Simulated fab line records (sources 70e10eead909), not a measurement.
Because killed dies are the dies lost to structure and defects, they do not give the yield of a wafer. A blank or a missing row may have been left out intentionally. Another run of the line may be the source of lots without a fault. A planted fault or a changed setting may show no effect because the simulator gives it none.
Which of the tools did it? + flow nandHarc + 13 lots with 39 wafers sampled at 5 steps, on a route of 1159 steps

== WHAT EACH GAUGE READ, for each wafer ==
NHARC_END_SORT_01. Usual: killedAtArray 28, standard deviation 11; killedAtOther 0.9, standard deviation 1.2; killedAtPeriphery 2.6, standard deviation 2.1; killedDies 31, standard deviation 11; killedOpen 3.1, standard deviation 1.7; killedShort 1.9, standard deviation 1.3.
| lot  | measured     | on        | killedAtArray | killedAtOther | killedAtPeriphery | killedDies | killedOpen | killedShort | flag |
|------|--------------|-----------|---------------|---------------|-------------------|------------|------------|-------------|------|
| L399 | day 24 20:20 | prober-02 | 13 15 10      | 0 0 0         | 3 2 4             | 16 17 14   | 4 2 1      | 1 3 2       |      |
| L408 | day 25 23:12 | prober-02 | 23 14 30      | 3 4 3         | 0 2 0             | 26 20 33   | 2 5 3      | 0 1 0       |      |
| L413 | day 26 21:41 | prober-02 | 15 17 21      | 1 0 0         | 6 3 7             | 22 20 28   | 4 4 7      | 0 1 1       |      |
| L415 | day 27 14:03 | prober-02 | 36 30 34      | 1 1 2         | 4 2 4             | 41 33 40   | 5 2 4      | 1 2 0       |      |

== WHAT TOOL EACH LOT RAN ON (gives the tool, then ch and the chambers of the sampled wafers, and finally the start) ==
| lot  | NHARC_A_WL_FILL_STRIP_27            | NHARC_A_WL_FILL_ETCHBACK_17      | NHARC_A_WL_FILL_ALD_19             | NHARC_A_CONTACT_DEP_24          |
|------|-------------------------------------|----------------------------------|------------------------------------|---------------------------------|
| L393 | plasmaAsher-01 ch 0,1, day 14 17:21 | rieMetal-02 ch 0,1, day 15 03:32 | aldMetal-02 ch 2,3, day 15 08:51   | pecvd-04 ch 1,2, day 16 12:22   |
| L395 | plasmaAsher-02 ch 0,1, day 16 15:11 | rieMetal-01 ch 0,1, day 17 01:30 | aldMetal-01 ch 1,2,3, day 17 06:52 | pecvd-02 ch 1,2, day 18 01:00   |
| L398 | plasmaAsher-02 ch 0,1, day 16 20:50 | rieMetal-03 ch 0,1, day 17 07:11 | aldMetal-02 ch 1,2, day 17 12:35   | pecvd-03 ch 0,1,2, day 18 11:53 |
| L396 | plasmaAsher-02 ch 0,1, day 16 23:35 | rieMetal-01 ch 0,1, day 17 07:04 | aldMetal-04 ch 2,3, day 17 12:34   | pecvd-04 ch 0,1, day 18 07:27   |
| L397 | plasmaAsher-01 ch 0,1, day 17 02:23 | rieMetal-02 ch 0,1, day 17 13:34 | aldMetal-04 ch 0,1,2, day 17 19:20 | pecvd-04 ch 0,1,2, day 18 18:26 |
| L401 | plasmaAsher-02 ch 0,1, day 19 14:32 | rieMetal-01 ch 0,1, day 19 22:43 | aldMetal-02 ch 0,1,2, day 20 04:19 | pecvd-04 ch 0,1,2, day 20 10:13 |
| L399 | plasmaAsher-01 ch 0,1, day 19 17:18 | rieMetal-02 ch 0,1, day 20 04:56 | aldMetal-04 ch 0,2,3, day 20 10:35 | pecvd-04 ch 0,1, day 20 19:02   |
| L408 | plasmaAsher-02 ch 0,1, day 20 02:45 | rieMetal-01 ch 0, day 20 11:47   | aldMetal-04 ch 1,2, day 20 17:29   | pecvd-02 ch 0,1, day 21 12:59   |
| L411 | plasmaAsher-02 ch 0,1, day 20 03:16 | rieMetal-03 ch 0,1, day 20 19:07 | aldMetal-02 ch 2,3, day 21 00:47   | pecvd-02 ch 1,2, day 21 22:45   |
| L409 | plasmaAsher-01 ch 0,1, day 20 06:14 | rieMetal-01 ch 0,1, day 20 15:12 | aldMetal-01 ch 0,2,3, day 20 20:41 | pecvd-04 ch 1,2, day 21 17:22   |
| L413 | plasmaAsher-02 ch 0,1, day 21 23:35 | rieMetal-02 ch 0,1, day 22 09:59 | aldMetal-01 ch 0,1,2, day 22 15:32 | pecvd-04 ch 1,2, day 23 01:31   |
| L416 | plasmaAsher-02 ch 0,1, day 22 02:25 | rieMetal-03 ch 0,1, day 22 13:58 | aldMetal-02 ch 1,2,3, day 22 19:24 | pecvd-02 ch 0,1, day 23 06:35   |
| L415 | plasmaAsher-02 ch 0,1, day 22 05:14 | rieMetal-03 ch 0,1, day 22 16:05 | aldMetal-01 ch 0,1,2, day 22 19:32 | pecvd-04 ch 0,1, day 23 06:37   |
- NHARC_A_WL_FILL_STRIP_27: strips in N2/H2, time 20 s.
- NHARC_A_WL_FILL_ETCHBACK_17: etches the open film in Cl2/BCl3, target depth 4 nm, time 26.7 s.
- NHARC_A_WL_FILL_ALD_19: deposits TiN, target thk 2 nm, pulse time 3 s, ald cycles 100.
- NHARC_A_CONTACT_DEP_24: deposits SiO2, target thk 500 nm.

== WHAT THE TOOLS THEMSELVES READ (means of the sampled wafers that have a number; where no wafer has one, the mark that the record gives instead) ==
NHARC_A_WL_FILL_STRIP_27. Usual: drypumpMotorCurrentA 5.8 A, standard deviation 0.54; heaterPowerW 352 W, standard deviation 17.
| lot  | tool           | drypumpMotorCurrentA (A) | heaterPowerW (W) | flag |
|------|----------------|--------------------------|------------------|------|
| L393 | plasmaAsher-01 | 5.7                      | 336              |      |
| L395 | plasmaAsher-02 | 5.6                      | 359              |      |
| L398 | plasmaAsher-02 | 6.1                      | 365              |      |
| L396 | plasmaAsher-02 | 6.1                      | 355              |      |
| L397 | plasmaAsher-01 | 5.7                      | 337              |      |
| L401 | plasmaAsher-02 | 5.6                      | 363              |      |
| L399 | plasmaAsher-01 | 5.7                      | 337              |      |
| L408 | plasmaAsher-02 | 5.6                      | 369              |      |
| L411 | plasmaAsher-02 | 5.7                      | 365              |      |
| L409 | plasmaAsher-01 | 5.6                      | 335              |      |
| L413 | plasmaAsher-02 | 5.6                      | 362              |      |
| L416 | plasmaAsher-02 | 6.1                      | 359              |      |
| L415 | plasmaAsher-02 | 6.1                      | 359              |      |

NHARC_A_WL_FILL_ETCHBACK_17. Usual: drypumpMotorCurrentA 5.7 A, standard deviation 0.46; oesProductAu 0.994 a.u., standard deviation 0.0083; runLengthS 47.8 s, standard deviation 0.44.
| lot  | tool        | drypumpMotorCurrentA (A) | oesProductAu (a.u.) | runLengthS (s) | flag |
|------|-------------|--------------------------|---------------------|----------------|------|
| L393 | rieMetal-02 | 5.8                      | 0.997               | 48.2           |      |
| L395 | rieMetal-01 | 5.9                      | 1.001               | 47.3           |      |
| L398 | rieMetal-03 | 5.7                      | 0.998               | 48.3           |      |
| L396 | rieMetal-01 | 5.7                      | 0.995               | 47.3           |      |
| L397 | rieMetal-02 | 5.7                      | 0.994               | 48.0           |      |
| L401 | rieMetal-01 | 5.7                      | 0.995               | 47.4           |      |
| L399 | rieMetal-02 | 5.7                      | 0.989               | 48.2           |      |
| L408 | rieMetal-01 | 5.6                      | 0.994               | 32.7           | OFF  |
| L411 | rieMetal-03 | 5.5                      | 0.995               | 48.1           |      |
| L409 | rieMetal-01 | 5.9                      | 0.994               | 42.3           | OFF  |
| L413 | rieMetal-02 | 5.3                      | 0.984               | 48.3           |      |
| L416 | rieMetal-03 | 5.6                      | 0.996               | 47.9           |      |
| L415 | rieMetal-03 | 5.7                      | 1.003               | 47.9           |      |

NHARC_A_WL_FILL_ALD_19. Usual: heaterPowerW 1115 W, standard deviation 110; precursorPulseHeightRel 1.000, standard deviation 0.021.
| lot  | tool        | heaterPowerW (W) | precursorPulseHeightRel | flag |
|------|-------------|------------------|-------------------------|------|
| L393 | aldMetal-02 | 1186             | 0.982                   |      |
| L395 | aldMetal-01 | 1105             | 1.005                   |      |
| L398 | aldMetal-02 | 1057             | 0.997                   |      |
| L396 | aldMetal-04 | 1200             | 1.007                   |      |
| L397 | aldMetal-04 | 1174             | 1.004                   |      |
| L401 | aldMetal-02 | 1077             | 1.023                   |      |
| L399 | aldMetal-04 | 1073             | 0.982                   |      |
| L408 | aldMetal-04 | 1225             | 0.994                   |      |
| L411 | aldMetal-02 | 1135             | 1.002                   |      |
| L409 | aldMetal-01 | 1195             | 1.011                   |      |
| L413 | aldMetal-01 | 1124             | 1.013                   |      |
| L416 | aldMetal-02 | 1133             | 1.000                   |      |
| L415 | aldMetal-01 | 1125             | 1.009                   |      |

NHARC_A_CONTACT_DEP_24. Usual: heaterPowerW 544 W, standard deviation 55; mfcPrecursorSccm 161.5 sccm, standard deviation 0.51; throttleValvePct 16.3 %, standard deviation 0.41.
| lot  | tool     | heaterPowerW (W) | mfcPrecursorSccm (sccm) | throttleValvePct (%) | flag |
|------|----------|------------------|-------------------------|----------------------|------|
| L393 | pecvd-04 | 451              | 161.0                   | 16.4                 |      |
| L395 | pecvd-02 | 560              | 162.2                   | 16.6                 |      |
| L398 | pecvd-03 | 435              | 161.3                   | 16.0                 |      |
| L396 | pecvd-04 | 523              | 161.1                   | 16.0                 |      |
| L397 | pecvd-04 | 530              | 161.5                   | 16.1                 |      |
| L401 | pecvd-04 | 530              | 161.4                   | 16.3                 |      |
| L399 | pecvd-04 | 533              | 161.3                   | 16.2                 |      |
| L408 | pecvd-02 | 580              | 161.3                   | 16.9                 |      |
| L411 | pecvd-02 | 532              | 161.6                   | 16.8                 |      |
| L409 | pecvd-04 | 510              | 161.9                   | 16.3                 |      |
| L413 | pecvd-04 | 497              | 161.5                   | 16.3                 |      |
| L416 | pecvd-02 | 575              | 161.2                   | 16.4                 |      |
| L415 | pecvd-04 | 578              | 161.1                   | 16.2                 |      |

== THE ANSWER, worked out from the rows above alone ==
Rule: a lot is off if the mean of its wafers that have a number lies more than 3 standard deviations from the usual mean. A lot without any number at a reading at which 4 lots or more have one is off too. All remaining lots with rows at the step are treated as sound. After the gauges, taken in route order, come the tools' own readings; for these a lot's mean is taken, as printed above. The first step at which some lot is off is used, and at that step the reading that is off furthest; a lot without a number counts as furthest.
Off: L408, L409 (NHARC_A_WL_FILL_ETCHBACK_17, runLengthS).
A tool fits if, at that step or a process step before it, it ran every lot that is off, and no sound lot after the first of them. One candidate fits, namely rieMetal-01 at NHARC_A_WL_FILL_ETCHBACK_17. A fault onset in the window from L401 (day 19 22:43, its last sound lot) to L408 (day 20 11:47, its first lot off) fits.
On the lots that are off, the tool's own readings at NHARC_A_WL_FILL_ETCHBACK_17 differ by more than 5 times the standard deviation of the sound lots' means, which bears it out; runLengthS reads 37.5 s there versus 47.9 s on the sound lots.

== WHAT THE SIMULATOR PUT IN ==
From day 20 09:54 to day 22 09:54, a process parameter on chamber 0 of rieMetal-01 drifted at NHARC_A_WL_FILL_ETCHBACK_17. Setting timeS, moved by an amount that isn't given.
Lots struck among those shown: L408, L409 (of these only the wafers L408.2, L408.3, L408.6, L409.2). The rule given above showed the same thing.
